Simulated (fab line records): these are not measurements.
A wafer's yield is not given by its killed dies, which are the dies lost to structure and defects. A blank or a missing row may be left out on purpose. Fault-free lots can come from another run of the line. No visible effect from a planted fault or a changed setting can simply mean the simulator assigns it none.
Chamber matching	flow n5-finfet	3 sister chambers for N5_BEOL_M8_DEP_56 on pecvd-02
The step deposits SiCN from 3MS/NH3, target thk 10 nm, time 17.5 s. 24 wafers are shown with their chamber, then 12 later ones without.

EACH WAFER AND ITS CHAMBER
wafer	chamber	throttle-valve-pct (%)	showerhead-plenum-p-Torr (Torr)	chamber-pressure-Torr (Torr)
L074.2	0	8.2	3.657	3.000
L074.4	0	8.3	3.649	3.000
L074.5	0	8.5	3.653	3.002
L076.2	1	8.6	3.664	2.996
L076.5	0	8.4	3.653	2.996
L076.6	1	8.7	3.646	2.999
L080.3	2	8.0	3.650	3.005
L080.4	0	8.4	3.639	2.999
L080.5	1	8.6	3.665	3.008
L081.1	1	8.7	3.662	3.001
L081.5	2	7.7	3.650	2.996
L081.6	0	8.5	3.652	2.989
L082.1	2	8.0	3.650	3.007
L082.5	0	8.5	3.644	3.012
L082.6	1	8.6	3.667	3.000
L085.1	0	8.5	3.646	3.000
L085.3	2	7.8	3.658	3.001
L085.4	1	8.4	3.652	3.010
L084.1	2	7.7	3.648	3.003
L084.2	1	8.5	3.656	2.997
L084.3	0	8.2	3.646	3.001
L086.1	0	8.7	3.649	2.993
L086.3	2	7.9	3.660	3.008
L086.5	2	7.7	3.655	3.003

SIGNATURES, as means of the wafers listed above
reading	chamber 0	chamber 1	chamber 2	scatter within a chamber
throttle-valve-pct	8.420	8.586	7.829	0.138
showerhead-plenum-p-Torr	3.64880	3.65886	3.65300	0.00593
chamber-pressure-Torr	2.99920	3.00157	3.00329	0.00535
Rule: a wafer lies at a distance from a chamber equal to the root of the sum of squares, over the readings, of (its reading less the chamber's mean, divided by the reading's scatter). If the next closest chamber is less than 2 further off than the closest, the wafer can't be placed; otherwise it belongs to the closest. The scatter is the square root of a quotient: the sum, over the shown wafers, of each reading's squared deviation from its chamber's mean, divided by wafers minus chambers.

WAFERS WITHOUT THEIR CHAMBER
wafer	throttle-valve-pct (%)	showerhead-plenum-p-Torr (Torr)	chamber-pressure-Torr (Torr)
L087.3	8.7	3.663	3.002
L087.4	8.4	3.645	3.001
L087.5	8.5	3.664	2.999
L091.1	7.8	3.641	2.996
L091.3	8.7	3.663	3.000
L091.6	7.7	3.649	2.998
L092.1	8.8	3.671	2.999
L092.4	8.8	3.652	3.008
L092.6	7.7	3.651	2.991
L096.1	8.0	3.646	3.001
L096.2	8.7	3.660	2.997
L096.6	7.6	3.660	3.003

WHICH CHAMBER EACH ONE RAN IN
wafer	from the rows above	in truth
L087.3	1	1
L087.4	can't be placed: 0 or 1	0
L087.5	can't be placed: 1 or 0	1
L091.1	2	2
L091.3	1	1
L091.6	2	2
L092.1	1	1
L092.4	can't be placed: 1 or 0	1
L092.6	2	2
L096.1	can't be placed: 2 or 0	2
L096.2	can't be placed: 1 or 0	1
L096.6	2	2
Correctly placed: 7 of 12. Can't be placed from these rows: 5 (the true chamber is among the candidates in 5). Wrongly placed: 0.
